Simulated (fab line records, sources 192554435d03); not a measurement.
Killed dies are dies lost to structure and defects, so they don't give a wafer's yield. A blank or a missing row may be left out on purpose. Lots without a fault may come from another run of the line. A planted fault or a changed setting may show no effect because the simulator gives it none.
Which tool did it? | flow n5_finfet | 9 lots, 27 wafers sampled, at 7 steps of a route of 1938

WHAT THE GAUGES READ, wafer by wafer
N5_BEOL_M2_THK_MEAS_53: measures by xrf.
lot  | measured     | on            | M2_THK (nm)
L355 | day 7 15:40  | film_metro-01 | 40.3 38.2 40.3
L359 | day 7 23:50  | film_metro-01 | 39.6 39.6 39.0
L363 | day 9 14:44  | film_metro-02 | 37.9 38.9 38.5
L365 | day 10 00:40 | film_metro-01 | 39.5 38.2 37.4
L368 | day 10 07:15 | film_metro-02 | 40.2 39.3 42.0
L367 | day 10 07:39 | film_metro-02 | 37.7 38.5 39.0
L376 | day 12 08:16 | film_metro-02 | 143.5 145.3 157.4
L377 | day 12 14:37 | film_metro-02 | 147.3 154.9 154.7
L378 | day 12 19:09 | film_metro-01 | 37.4 37.6 40.8

N5_BEOL_M2_INSPECT_59: inspects for defects (darkfield).
lot  | measured     | on                | raw_defect_count
L355 | day 7 15:56  | defect_inspect-02 | 65 93 62
L359 | day 8 00:07  | defect_inspect-01 | 59 92 63
L363 | day 9 15:14  | defect_inspect-01 | 106 96 60
L365 | day 10 00:56 | defect_inspect-01 | 55 56 122
L368 | day 10 07:32 | defect_inspect-02 | 80 116 110
L367 | day 10 07:56 | defect_inspect-01 | 84 66 63
L376 | day 12 08:33 | defect_inspect-01 | 5835 5788 5898
L377 | day 12 14:56 | defect_inspect-02 | 5751 5806 5783
L378 | day 12 19:26 | defect_inspect-02 | 95 147 157

N5_BEOL_M4_RC_MEAS_101.
lot  | measured     | on        | DIBL_N (mV/V)  | DIBL_P (mV/V)  | IOFF_N (nA/um)    | IOFF_P (nA/um)    | ION_N (uA/um) | ION_P (uA/um) | SS_N (mV/dec)  | SS_P (mV/dec)  | VT_N (mV)         | VT_P (mV)
L355 | day 8 17:21  | prober-01 | 35.6 34.3 35.9 | 34.2 33.4 34.4 | 0.157 0.136 0.157 | 0.207 0.192 0.203 | 673 661 664   | 457 461 457   | 71.9 71.4 71.1 | 72.7 72.6 72.8 | 246.0 249.0 248.9 | -248 -249 -250
L359 | day 8 23:38  | prober-02 | 36.2 34.4 36.4 | 35.2 33.4 34.8 | 0.150 0.129 0.161 | 0.229 0.214 0.235 | 666 670 667   | 468 471 461   | 71.1 70.6 70.9 | 73.1 72.0 73.4 | 252.7 251.9 248.3 | -247 -250 -247
L363 | day 10 10:51 | prober-02 | 36.4 34.9 34.9 | 36.7 36.1 34.9 | 0.169 0.154 0.147 | 0.245 0.230 0.223 | 676 679 675   | 467 466 468   | 71.6 71.5 71.6 | 73.9 73.3 72.8 | 246.8 247.3 252.1 | -246 -245 -246
L365 | day 10 22:15 | prober-01 | 37.1 36.2 36.8 | 37.5 36.3 37.2 | 0.163 0.154 0.159 | 0.199 0.191 0.209 | 676 679 664   | 461 459 455   | 72.0 71.6 71.5 | 73.3 73.1 73.6 | 248.6 250.6 250.3 | -251 -253 -253
L368 | day 11 07:46 | prober-01 | 35.8 36.0 36.3 | 33.7 34.3 33.9 | 0.151 0.158 0.159 | 0.171 0.180 0.179 | 668 682 673   | 451 462 457   | 72.0 70.8 71.1 | 73.8 73.5 74.0 | 252.2 250.4 250.6 | -260 -255 -255
L367 | day 11 16:56 | prober-01 | 35.5 35.8 34.5 | 37.0 36.9 36.1 | 0.149 0.160 0.144 | 0.189 0.193 0.182 | 677 672 668   | 458 457 454   | 71.5 71.5 71.3 | 73.8 72.9 73.4 | 249.4 250.1 250.6 | -251 -254 -250
L378 | day 13 19:38 | prober-01 | 35.3 37.3 35.1 | 34.7 35.9 34.5 | 0.137 0.166 0.135 | 0.179 0.192 0.178 | 669 671 668   | 460 452 457   | 71.7 71.9 71.5 | 72.8 72.1 72.3 | 250.5 249.3 253.9 | -255 -252 -253

WHICH TOOL RAN EACH LOT (tool, then ch and the chambers of the sampled wafers, then the start)
lot  | N5_BEOL_M2_SPUTTER_79        | N5_BEOL_M2_SPUTTER_90        | N5_BEOL_M2_SPUTTER_94        | N5_BEOL_M2_CMP_52
L355 | pvd_sputter-02, day 7 13:11  | pvd_sputter-02, day 7 14:04  | pvd_sputter-02, day 7 14:31  | cmp-03 ch 0,1,2, day 7 15:26
L359 | pvd_sputter-01, day 7 21:30  | pvd_sputter-01, day 7 22:23  | pvd_sputter-01, day 7 22:49  | cmp-02 ch 0,2,3, day 7 23:37
L363 | pvd_sputter-01, day 9 12:23  | pvd_sputter-01, day 9 13:16  | pvd_sputter-01, day 9 13:43  | cmp-02 ch 1,2, day 9 14:29
L365 | pvd_sputter-02, day 9 22:13  | pvd_sputter-02, day 9 23:05  | pvd_sputter-02, day 9 23:32  | cmp-04 ch 0,3, day 10 00:22
L368 | pvd_sputter-01, day 10 04:56 | pvd_sputter-01, day 10 05:49 | pvd_sputter-01, day 10 06:15 | cmp-04 ch 0,3, day 10 07:00
L367 | pvd_sputter-02, day 10 05:20 | pvd_sputter-02, day 10 06:13 | pvd_sputter-02, day 10 06:39 | cmp-03 ch 0,1,3, day 10 07:24
L376 | pvd_sputter-01, day 12 05:56 | pvd_sputter-01, day 12 06:49 | pvd_sputter-01, day 12 07:16 | cmp-04 ch 2,3, day 12 07:58
L377 | pvd_sputter-02, day 12 12:05 | pvd_sputter-02, day 12 13:04 | pvd_sputter-02, day 12 13:34 | cmp-04 ch 0,1,3, day 12 14:23
L378 | pvd_sputter-02, day 12 16:32 | pvd_sputter-02, day 12 17:32 | pvd_sputter-02, day 12 18:01 | cmp-02 ch 0,3, day 12 18:51
- N5_BEOL_M2_SPUTTER_79: material Cu, target thk 4.5 nm, time 8.29 s.
- N5_BEOL_M2_SPUTTER_90: material Cu, target thk 4.5 nm, time 8.29 s.
- N5_BEOL_M2_SPUTTER_94: material Cu, target thk 4.5 nm, time 8.29 s.
- N5_BEOL_M2_CMP_52: polishes, stops on SiOC, t overpolish 6.8 s, target thk 40 nm.

WHAT THE TOOLS THEMSELVES READ (means of the sampled wafers that have a number; where no wafer has one, the mark that the record gives instead)
N5_BEOL_M2_SPUTTER_79.
lot  | tool           | susceptor_temp_C (C) | throttle_valve_pct (%)
L355 | pvd_sputter-02 | -19.97               | 30.7
L359 | pvd_sputter-01 | -19.98               | 29.5
L363 | pvd_sputter-01 | -19.95               | 30.5
L365 | pvd_sputter-02 | -20.09               | 29.9
L368 | pvd_sputter-01 | -20.11               | 30.6
L367 | pvd_sputter-02 | -19.93               | 30.5
L376 | pvd_sputter-01 | -20.06               | 30.1
L377 | pvd_sputter-02 | -20.04               | 30.4
L378 | pvd_sputter-02 | -19.98               | 30.3

N5_BEOL_M2_SPUTTER_90.
lot  | tool           | susceptor_temp_C (C) | throttle_valve_pct (%)
L355 | pvd_sputter-02 | -20.00               | 30.7
L359 | pvd_sputter-01 | -20.01               | 29.8
L363 | pvd_sputter-01 | -19.89               | 30.5
L365 | pvd_sputter-02 | -20.01               | 29.9
L368 | pvd_sputter-01 | -19.88               | 30.5
L367 | pvd_sputter-02 | -19.89               | 30.5
L376 | pvd_sputter-01 | -19.99               | 30.1
L377 | pvd_sputter-02 | -19.99               | 30.5
L378 | pvd_sputter-02 | -20.02               | 30.5

N5_BEOL_M2_SPUTTER_94.
lot  | tool           | susceptor_temp_C (C) | throttle_valve_pct (%)
L355 | pvd_sputter-02 | -19.88               | 30.6
L359 | pvd_sputter-01 | -19.83               | 29.7
L363 | pvd_sputter-01 | -19.94               | 30.4
L365 | pvd_sputter-02 | -20.00               | 29.7
L368 | pvd_sputter-01 | -20.11               | 30.7
L367 | pvd_sputter-02 | -20.03               | 30.6
L376 | pvd_sputter-01 | -20.01               | 30.2
L377 | pvd_sputter-02 | -20.02               | 30.4
L378 | pvd_sputter-02 | -20.08               | 30.4

N5_BEOL_M2_CMP_52.
lot  | tool   | barrier_field_endpoint_s (s) | motor_current_A (A) | overpolish_run_s (s) | time_to_endpoint_s (s)
L355 | cmp-03 | 24.2                         | 6.2                 | 6.800                | 63.2
L359 | cmp-02 | 25.3                         | 5.6                 | 6.800                | 62.3
L363 | cmp-02 | 24.1                         | 6.4                 | 6.800                | 59.3
L365 | cmp-04 | 25.7                         | 6.0                 | 6.807                | 66.6
L368 | cmp-04 | 24.8                         | 5.9                 | 6.805                | 64.3
L367 | cmp-03 | 24.6                         | 6.1                 | 6.806                | 61.5
L376 | cmp-04 | 41.3                         | 5.9                 | 0.036                | 81.4
L377 | cmp-04 | 41.3                         | 5.8                 | 0.041                | 80.9
L378 | cmp-02 | 25.0                         | 6.2                 | 6.804                | 62.0

THE ANSWER, worked out from the rows above alone
Rule: what is usual is taken from the lots themselves. Put in order of their means at a reading, lots are off if they are a third of the lots or fewer, leave a main group of 4 or more, and stand apart from it by a gap of 3 or more times the standard deviation of the main group's means; of several such gaps the widest counts. A main group whose means are all the same, to the digits that the tables above print for the reading, isn't used. A lot without any number at a reading at which 4 lots or more have one is off too. The other lots that the step has rows for count as sound. The gauges are gone through in route order, then the tools' own readings, and for those a lot's mean is taken as printed above. The first step at which some lot is off is used, and at that step the reading that is off furthest; a lot without a number counts as furthest.
Off: L376, L377, at N5_BEOL_M2_THK_MEAS_53 (M2_THK). The main group: mean 39.0 nm, standard deviation 0.76.
A tool fits if, at a process step before that reading, it ran every lot that is off, and no sound lot after the first of them. The gauges at N5_BEOL_M2_THK_MEAS_53 aren't tried: what is off there is off at N5_BEOL_M2_INSPECT_59 too, on other tools, and a gauge's error can't cause that. One fits: cmp-04 at N5_BEOL_M2_CMP_52. Its last sound lot is L368 (day 10 07:00), its first lot that is off L376 (day 12 07:58): a fault that began between those two fits.
The tool's own readings at N5_BEOL_M2_CMP_52 bear it out: on the lots that are off they differ by more than 5 times the standard deviation of the sound lots' means. barrier_field_endpoint_s reads 41.3 s there against 24.8 s on the sound lots; overpolish_run_s reads 0.038 s there against 6.803 s on the sound lots; time_to_endpoint_s reads 81.2 s there against 62.7 s on the sound lots.

WHAT THE SIMULATOR HAD PUT IN
Process parameter drift: cmp-04, from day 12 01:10 on, at N5_BEOL_M2_CMP_52. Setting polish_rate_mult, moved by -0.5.
Lots struck among those shown: L376, L377. The rule above found the same.
